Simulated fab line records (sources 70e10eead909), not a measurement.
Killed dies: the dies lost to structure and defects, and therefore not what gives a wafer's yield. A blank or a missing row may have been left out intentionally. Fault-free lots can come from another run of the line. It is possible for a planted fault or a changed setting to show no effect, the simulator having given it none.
Which tool is to blame? / flow nand_harc / 10 lots with 30 wafers sampled at 6 steps, on a route of 1302 steps

== WHAT THE GAUGES READ, wafer by wafer ==
NHARC_A_CHANNEL_HOLE_D1_INSPECT_40. Usual: 71 for raw_defect_count, sd 25.
lot=L960; measured=day 9 10:39; on=defect_inspect-02; raw_defect_count=98 127 99; flag=
lot=L959; measured=day 9 11:59; on=defect_inspect-02; raw_defect_count=41 36 36; flag=
lot=L961; measured=day 9 22:37; on=defect_inspect-01; raw_defect_count=96 93 126; flag=
lot=L963; measured=day 11 05:02; on=defect_inspect-02; raw_defect_count=102 74 108; flag=
lot=L964; measured=day 11 05:10; on=defect_inspect-01; raw_defect_count=39 45 56; flag=
lot=L973; measured=day 15 06:38; on=defect_inspect-01; raw_defect_count=412 413 432 413 402 431; flag=OFF
lot=L974; measured=day 15 16:52; on=defect_inspect-02; raw_defect_count=435 470 443 424 459 441; flag=OFF
lot=L976; measured=day 16 06:25; on=defect_inspect-02; raw_defect_count=69 107 86; flag=
lot=L979; measured=day 17 19:44; on=defect_inspect-02; raw_defect_count=47 26 40; flag=
lot=L981; measured=day 18 11:54; on=defect_inspect-02; raw_defect_count=64 58 64; flag=

NHARC_END_SORT_01. Usual: killed_at_array 55, standard deviation 19; killed_at_other 0.8, standard deviation 1.1; killed_at_periphery 4.0, standard deviation 2.6; killed_dies 60, standard deviation 20; killed_open 3.4, standard deviation 1.7; killed_short 2.6, standard deviation 1.5.
lot=L973; measured=day 30 14:07; on=prober-01; killed_at_array=120 91 64; killed_at_other=0 0 0; killed_at_periphery=7 1 0; killed_dies=127 92 64; killed_open=2 1 2; killed_short=3 1 3; flag=
lot=L974; measured=day 30 19:56; on=prober-02; killed_at_array=99 101 71; killed_at_other=5 3 2; killed_at_periphery=5 8 7; killed_dies=109 112 80; killed_open=4 4 5; killed_short=0 1 1; flag=

== EACH LOT AND THE TOOL THAT RAN IT (in order: tool; ch and the chambers of the sampled wafers; start) ==
lot=L960; NHARC_A_CHANNEL_HOLE_D1_ETCH_16=rie_diel-11 ch 0,1,3, day 9 04:57 or earlier; NHARC_A_CHANNEL_HOLE_D1_ETCH_19=har_etch-02 ch 0,1, day 9 04:57; NHARC_A_CHANNEL_HOLE_D1_ETCH_22=har_etch-02 ch 0,1, day 9 05:49; NHARC_A_CHANNEL_HOLE_D1_ETCH_26=har_etch-02 ch 0,1, day 9 08:44
lot=L959; NHARC_A_CHANNEL_HOLE_D1_ETCH_16=rie_diel-13 ch 0,3, day 9 06:10 or earlier; NHARC_A_CHANNEL_HOLE_D1_ETCH_19=har_etch-01 ch 1, day 9 06:10; NHARC_A_CHANNEL_HOLE_D1_ETCH_22=har_etch-01 ch 1, day 9 07:06; NHARC_A_CHANNEL_HOLE_D1_ETCH_26=har_etch-01 ch 1, day 9 09:56
lot=L961; NHARC_A_CHANNEL_HOLE_D1_ETCH_16=rie_diel-11 ch 1,3, day 9 16:46 or earlier; NHARC_A_CHANNEL_HOLE_D1_ETCH_19=har_etch-02 ch 0,1, day 9 16:46; NHARC_A_CHANNEL_HOLE_D1_ETCH_22=har_etch-02 ch 0,1, day 9 17:48; NHARC_A_CHANNEL_HOLE_D1_ETCH_26=har_etch-02 ch 0,1, day 9 20:35
lot=L963; NHARC_A_CHANNEL_HOLE_D1_ETCH_16=rie_diel-13 ch 0,2,3, day 10 23:19 or earlier; NHARC_A_CHANNEL_HOLE_D1_ETCH_19=har_etch-02 ch 0,1, day 10 23:19; NHARC_A_CHANNEL_HOLE_D1_ETCH_22=har_etch-02 ch 0,1, day 11 00:11; NHARC_A_CHANNEL_HOLE_D1_ETCH_26=har_etch-02 ch 0,1, day 11 03:08
lot=L964; NHARC_A_CHANNEL_HOLE_D1_ETCH_16=rie_diel-11 ch 0,2,3, day 10 23:28 or earlier; NHARC_A_CHANNEL_HOLE_D1_ETCH_19=har_etch-01 ch 0,1, day 10 23:28; NHARC_A_CHANNEL_HOLE_D1_ETCH_22=har_etch-01 ch 0,1, day 11 00:20; NHARC_A_CHANNEL_HOLE_D1_ETCH_26=har_etch-01 ch 0,1, day 11 03:14
lot=L973; NHARC_A_CHANNEL_HOLE_D1_ETCH_16=rie_diel-01 ch 0,1,3, day 15 00:55 or earlier; NHARC_A_CHANNEL_HOLE_D1_ETCH_19=har_etch-01 ch 0,1, day 15 00:55; NHARC_A_CHANNEL_HOLE_D1_ETCH_22=har_etch-01 ch 0,1, day 15 01:47; NHARC_A_CHANNEL_HOLE_D1_ETCH_26=har_etch-01 ch 0,1, day 15 04:42
lot=L974; NHARC_A_CHANNEL_HOLE_D1_ETCH_16=rie_diel-11 ch 1,3, day 15 11:09 or earlier; NHARC_A_CHANNEL_HOLE_D1_ETCH_19=har_etch-01 ch 0, day 15 11:09; NHARC_A_CHANNEL_HOLE_D1_ETCH_22=har_etch-01 ch 0, day 15 12:01; NHARC_A_CHANNEL_HOLE_D1_ETCH_26=har_etch-01 ch 0, day 15 14:56
lot=L976; NHARC_A_CHANNEL_HOLE_D1_ETCH_16=rie_diel-01 ch 2,3, day 16 00:38 or earlier; NHARC_A_CHANNEL_HOLE_D1_ETCH_19=har_etch-02 ch 0,1, day 16 00:38; NHARC_A_CHANNEL_HOLE_D1_ETCH_22=har_etch-02 ch 0,1, day 16 01:31; NHARC_A_CHANNEL_HOLE_D1_ETCH_26=har_etch-02 ch 0,1, day 16 04:26
lot=L979; NHARC_A_CHANNEL_HOLE_D1_ETCH_16=rie_diel-11 ch 1,2, day 17 14:02 or earlier; NHARC_A_CHANNEL_HOLE_D1_ETCH_19=har_etch-02 ch 0, day 17 14:02; NHARC_A_CHANNEL_HOLE_D1_ETCH_22=har_etch-02 ch 0, day 17 14:59; NHARC_A_CHANNEL_HOLE_D1_ETCH_26=har_etch-02 ch 0, day 17 17:48
lot=L981; NHARC_A_CHANNEL_HOLE_D1_ETCH_16=rie_diel-11 ch 0,3, day 18 06:09 or earlier; NHARC_A_CHANNEL_HOLE_D1_ETCH_19=har_etch-01 ch 0,1, day 18 06:09; NHARC_A_CHANNEL_HOLE_D1_ETCH_22=har_etch-01 ch 0,1, day 18 07:01; NHARC_A_CHANNEL_HOLE_D1_ETCH_26=har_etch-01 ch 0,1, day 18 09:56
- NHARC_A_CHANNEL_HOLE_D1_ETCH_16: etches the open film in O2/COS, target depth 3100 nm, time 806 s.
- NHARC_A_CHANNEL_HOLE_D1_ETCH_19: etches the open film in C4F8/O2/Ar, time 34.5 s.
- NHARC_A_CHANNEL_HOLE_D1_ETCH_22: etches the open film in C4F8/O2/Ar, time 666.7 s, target depth 1600 nm.
- NHARC_A_CHANNEL_HOLE_D1_ETCH_26: etches the open film in C4F8/O2/Ar, time 224.1 s, target depth 300 nm.

== WHAT THE TOOLS THEMSELVES READ (means of the sampled wafers that have a number; where no wafer has one, the mark that the record gives instead) ==
NHARC_A_CHANNEL_HOLE_D1_ETCH_16. Usual: for bias_w, 300.0 W with a standard deviation of 0.93; for cos_flow_sccm, 20.00 sccm with a standard deviation of 0.059; for drypump_motor_current_A, 5.7 A with a standard deviation of 0.46; for oes_product_au, 0.997 a.u. with a standard deviation of 0.012; for rf_vpp_V, 315.2 V with a standard deviation of 2.1; for showerhead_plenum_p_Torr, 3.20 Torr with a standard deviation of 0.14; for throttle_valve_pct, 28.329 % with a standard deviation of 0.0086.
lot=L960; tool=rie_diel-11; bias_w (W)=300.8; cos_flow_sccm (sccm)=20.06; drypump_motor_current_A (A)=5.5; oes_product_au (a.u.)=0.990; rf_vpp_V (V)=315.0; showerhead_plenum_p_Torr (Torr)=3.17; throttle_valve_pct (%)=28.329; flag=
lot=L959; tool=rie_diel-13; bias_w (W)=300.7; cos_flow_sccm (sccm)=19.97; drypump_motor_current_A (A)=5.5; oes_product_au (a.u.)=0.999; rf_vpp_V (V)=315.3; showerhead_plenum_p_Torr (Torr)=3.21; throttle_valve_pct (%)=28.343; flag=
lot=L961; tool=rie_diel-11; bias_w (W)=300.7; cos_flow_sccm (sccm)=20.05; drypump_motor_current_A (A)=5.4; oes_product_au (a.u.)=0.987; rf_vpp_V (V)=317.7; showerhead_plenum_p_Torr (Torr)=3.31; throttle_valve_pct (%)=28.329; flag=
lot=L963; tool=rie_diel-13; bias_w (W)=298.9; cos_flow_sccm (sccm)=20.01; drypump_motor_current_A (A)=5.6; oes_product_au (a.u.)=1.002; rf_vpp_V (V)=315.6; showerhead_plenum_p_Torr (Torr)=3.19; throttle_valve_pct (%)=28.330; flag=
lot=L964; tool=rie_diel-11; bias_w (W)=300.0; cos_flow_sccm (sccm)=20.02; drypump_motor_current_A (A)=6.0; oes_product_au (a.u.)=0.991; rf_vpp_V (V)=314.0; showerhead_plenum_p_Torr (Torr)=3.14; throttle_valve_pct (%)=28.326; flag=
lot=L973; tool=rie_diel-01; bias_w (W)=299.4; cos_flow_sccm (sccm)=19.97; drypump_motor_current_A (A)=5.9; oes_product_au (a.u.)=0.994; rf_vpp_V (V)=316.5; showerhead_plenum_p_Torr (Torr)=3.28; throttle_valve_pct (%)=28.327; flag=
lot=L974; tool=rie_diel-11; bias_w (W)=299.9; cos_flow_sccm (sccm)=19.97; drypump_motor_current_A (A)=5.4; oes_product_au (a.u.)=0.996; rf_vpp_V (V)=317.0; showerhead_plenum_p_Torr (Torr)=3.31; throttle_valve_pct (%)=28.323; flag=
lot=L976; tool=rie_diel-01; bias_w (W)=300.5; cos_flow_sccm (sccm)=20.02; drypump_motor_current_A (A)=5.7; oes_product_au (a.u.)=0.988; rf_vpp_V (V)=314.9; showerhead_plenum_p_Torr (Torr)=3.17; throttle_valve_pct (%)=28.324; flag=
lot=L979; tool=rie_diel-11; bias_w (W)=299.6; cos_flow_sccm (sccm)=20.01; drypump_motor_current_A (A)=5.9; oes_product_au (a.u.)=0.993; rf_vpp_V (V)=317.0; showerhead_plenum_p_Torr (Torr)=3.28; throttle_valve_pct (%)=28.325; flag=
lot=L981; tool=rie_diel-11; bias_w (W)=299.7; cos_flow_sccm (sccm)=20.02; drypump_motor_current_A (A)=5.7; oes_product_au (a.u.)=0.999; rf_vpp_V (V)=313.0; showerhead_plenum_p_Torr (Torr)=3.02; throttle_valve_pct (%)=28.320; flag=

NHARC_A_CHANNEL_HOLE_D1_ETCH_19. Usual: drypump_motor_current_A 5.5 A, standard deviation 0.34; oes_air_line_au 1.002 a.u., standard deviation 0.02; showerhead_plenum_p_Torr 3.69 Torr, standard deviation 0.099; throttle_valve_pct 37.037 %, standard deviation 0.0091.
lot=L960; tool=har_etch-02; drypump_motor_current_A (A)=5.9; oes_air_line_au (a.u.)=1.010; showerhead_plenum_p_Torr (Torr)=3.59; throttle_valve_pct (%)=37.042; flag=
lot=L959; tool=har_etch-01; drypump_motor_current_A (A)=5.4; oes_air_line_au (a.u.)=1.011; showerhead_plenum_p_Torr (Torr)=3.77; throttle_valve_pct (%)=37.031; flag=
lot=L961; tool=har_etch-02; drypump_motor_current_A (A)=5.8; oes_air_line_au (a.u.)=1.016; showerhead_plenum_p_Torr (Torr)=3.67; throttle_valve_pct (%)=37.033; flag=
lot=L963; tool=har_etch-02; drypump_motor_current_A (A)=5.8; oes_air_line_au (a.u.)=0.995; showerhead_plenum_p_Torr (Torr)=3.66; throttle_valve_pct (%)=37.041; flag=
lot=L964; tool=har_etch-01; drypump_motor_current_A (A)=5.3; oes_air_line_au (a.u.)=1.016; showerhead_plenum_p_Torr (Torr)=3.75; throttle_valve_pct (%)=37.036; flag=
lot=L973; tool=har_etch-01; drypump_motor_current_A (A)=5.3; oes_air_line_au (a.u.)=1.004; showerhead_plenum_p_Torr (Torr)=3.72; throttle_valve_pct (%)=37.033; flag=
lot=L974; tool=har_etch-01; drypump_motor_current_A (A)=5.1; oes_air_line_au (a.u.)=1.013; showerhead_plenum_p_Torr (Torr)=3.70; throttle_valve_pct (%)=37.032; flag=
lot=L976; tool=har_etch-02; drypump_motor_current_A (A)=5.8; oes_air_line_au (a.u.)=0.993; showerhead_plenum_p_Torr (Torr)=3.62; throttle_valve_pct (%)=37.039; flag=
lot=L979; tool=har_etch-02; drypump_motor_current_A (A)=5.6; oes_air_line_au (a.u.)=0.989; showerhead_plenum_p_Torr (Torr)=3.69; throttle_valve_pct (%)=37.047; flag=
lot=L981; tool=har_etch-01; drypump_motor_current_A (A)=5.3; oes_air_line_au (a.u.)=0.983; showerhead_plenum_p_Torr (Torr)=3.69; throttle_valve_pct (%)=37.043; flag=

NHARC_A_CHANNEL_HOLE_D1_ETCH_22. Usual: drypump_motor_current_A 5.5 A, standard deviation 0.34; oes_air_line_au 0.997 a.u., standard deviation 0.019; showerhead_plenum_p_Torr 3.65 Torr, standard deviation 0.095; throttle_valve_pct 32.155 %, standard deviation 0.0092.
lot=L960; tool=har_etch-02; drypump_motor_current_A (A)=5.9; oes_air_line_au (a.u.)=0.998; showerhead_plenum_p_Torr (Torr)=3.56; throttle_valve_pct (%)=32.153; flag=
lot=L959; tool=har_etch-01; drypump_motor_current_A (A)=5.4; oes_air_line_au (a.u.)=1.003; showerhead_plenum_p_Torr (Torr)=3.73; throttle_valve_pct (%)=32.152; flag=
lot=L961; tool=har_etch-02; drypump_motor_current_A (A)=5.8; oes_air_line_au (a.u.)=0.983; showerhead_plenum_p_Torr (Torr)=3.63; throttle_valve_pct (%)=32.152; flag=
lot=L963; tool=har_etch-02; drypump_motor_current_A (A)=5.8; oes_air_line_au (a.u.)=1.001; showerhead_plenum_p_Torr (Torr)=3.62; throttle_valve_pct (%)=32.148; flag=
lot=L964; tool=har_etch-01; drypump_motor_current_A (A)=5.3; oes_air_line_au (a.u.)=0.985; showerhead_plenum_p_Torr (Torr)=3.70; throttle_valve_pct (%)=32.147; flag=
lot=L973; tool=har_etch-01; drypump_motor_current_A (A)=5.3; oes_air_line_au (a.u.)=1.007; showerhead_plenum_p_Torr (Torr)=3.67; throttle_valve_pct (%)=32.152; flag=
lot=L974; tool=har_etch-01; drypump_motor_current_A (A)=5.2; oes_air_line_au (a.u.)=0.979; showerhead_plenum_p_Torr (Torr)=3.66; throttle_valve_pct (%)=32.163; flag=
lot=L976; tool=har_etch-02; drypump_motor_current_A (A)=5.8; oes_air_line_au (a.u.)=0.990; showerhead_plenum_p_Torr (Torr)=3.58; throttle_valve_pct (%)=32.143; flag=
lot=L979; tool=har_etch-02; drypump_motor_current_A (A)=5.6; oes_air_line_au (a.u.)=0.990; showerhead_plenum_p_Torr (Torr)=3.65; throttle_valve_pct (%)=32.149; flag=
lot=L981; tool=har_etch-01; drypump_motor_current_A (A)=5.3; oes_air_line_au (a.u.)=0.988; showerhead_plenum_p_Torr (Torr)=3.65; throttle_valve_pct (%)=32.152; flag=

NHARC_A_CHANNEL_HOLE_D1_ETCH_26. Usual: drypump_motor_current_A 5.5 A, standard deviation 0.35; oes_air_line_au 1.000 a.u., standard deviation 0.019; showerhead_plenum_p_Torr 3.69 Torr, standard deviation 0.1; throttle_valve_pct 24.584 %, standard deviation 0.0093.
lot=L960; tool=har_etch-02; drypump_motor_current_A (A)=5.9; oes_air_line_au (a.u.)=0.994; showerhead_plenum_p_Torr (Torr)=3.60; throttle_valve_pct (%)=24.576; flag=
lot=L959; tool=har_etch-01; drypump_motor_current_A (A)=5.4; oes_air_line_au (a.u.)=0.983; showerhead_plenum_p_Torr (Torr)=3.77; throttle_valve_pct (%)=24.584; flag=
lot=L961; tool=har_etch-02; drypump_motor_current_A (A)=5.8; oes_air_line_au (a.u.)=0.998; showerhead_plenum_p_Torr (Torr)=3.67; throttle_valve_pct (%)=24.586; flag=
lot=L963; tool=har_etch-02; drypump_motor_current_A (A)=5.8; oes_air_line_au (a.u.)=0.984; showerhead_plenum_p_Torr (Torr)=3.66; throttle_valve_pct (%)=24.589; flag=
lot=L964; tool=har_etch-01; drypump_motor_current_A (A)=5.3; oes_air_line_au (a.u.)=1.001; showerhead_plenum_p_Torr (Torr)=3.75; throttle_valve_pct (%)=24.589; flag=
lot=L973; tool=har_etch-01; drypump_motor_current_A (A)=5.3; oes_air_line_au (a.u.)=0.995; showerhead_plenum_p_Torr (Torr)=3.72; throttle_valve_pct (%)=24.584; flag=
lot=L974; tool=har_etch-01; drypump_motor_current_A (A)=5.2; oes_air_line_au (a.u.)=0.993; showerhead_plenum_p_Torr (Torr)=3.70; throttle_valve_pct (%)=24.580; flag=
lot=L976; tool=har_etch-02; drypump_motor_current_A (A)=5.8; oes_air_line_au (a.u.)=1.017; showerhead_plenum_p_Torr (Torr)=3.62; throttle_valve_pct (%)=24.590; flag=
lot=L979; tool=har_etch-02; drypump_motor_current_A (A)=5.6; oes_air_line_au (a.u.)=1.016; showerhead_plenum_p_Torr (Torr)=3.69; throttle_valve_pct (%)=24.574; flag=
lot=L981; tool=har_etch-01; drypump_motor_current_A (A)=5.3; oes_air_line_au (a.u.)=1.008; showerhead_plenum_p_Torr (Torr)=3.69; throttle_valve_pct (%)=24.595; flag=

== THE ANSWER, worked out from the rows above alone ==
Rule: lot off if the mean of its wafers having a number is beyond 3 standard deviations from the usual mean. A lot without any number at a reading at which 4 lots or more have one is off too. The other lots that the step has rows for count as sound. The gauges are gone through in route order, then the tools' own readings, and for those a lot's mean is taken as printed above. The first step at which some lot is off is used, and at that step the reading that is off furthest; a lot without a number counts as furthest.
Off, at NHARC_A_CHANNEL_HOLE_D1_INSPECT_40 on raw_defect_count: L973, L974.
If a tool, at a process step before that reading, ran all the lots that are off and no sound lot after the first of them, it fits. Those tools and the gauges at NHARC_A_CHANNEL_HOLE_D1_INSPECT_40 are tried in the same way. NHARC_A_CHANNEL_HOLE_D1_ETCH_16: start missing for some lots; hours and lot order therefore follow NHARC_A_CHANNEL_HOLE_D1_ETCH_19. Not one of the candidates tried fits.

== WHAT WAS PUT IN BY THE SIMULATOR ==
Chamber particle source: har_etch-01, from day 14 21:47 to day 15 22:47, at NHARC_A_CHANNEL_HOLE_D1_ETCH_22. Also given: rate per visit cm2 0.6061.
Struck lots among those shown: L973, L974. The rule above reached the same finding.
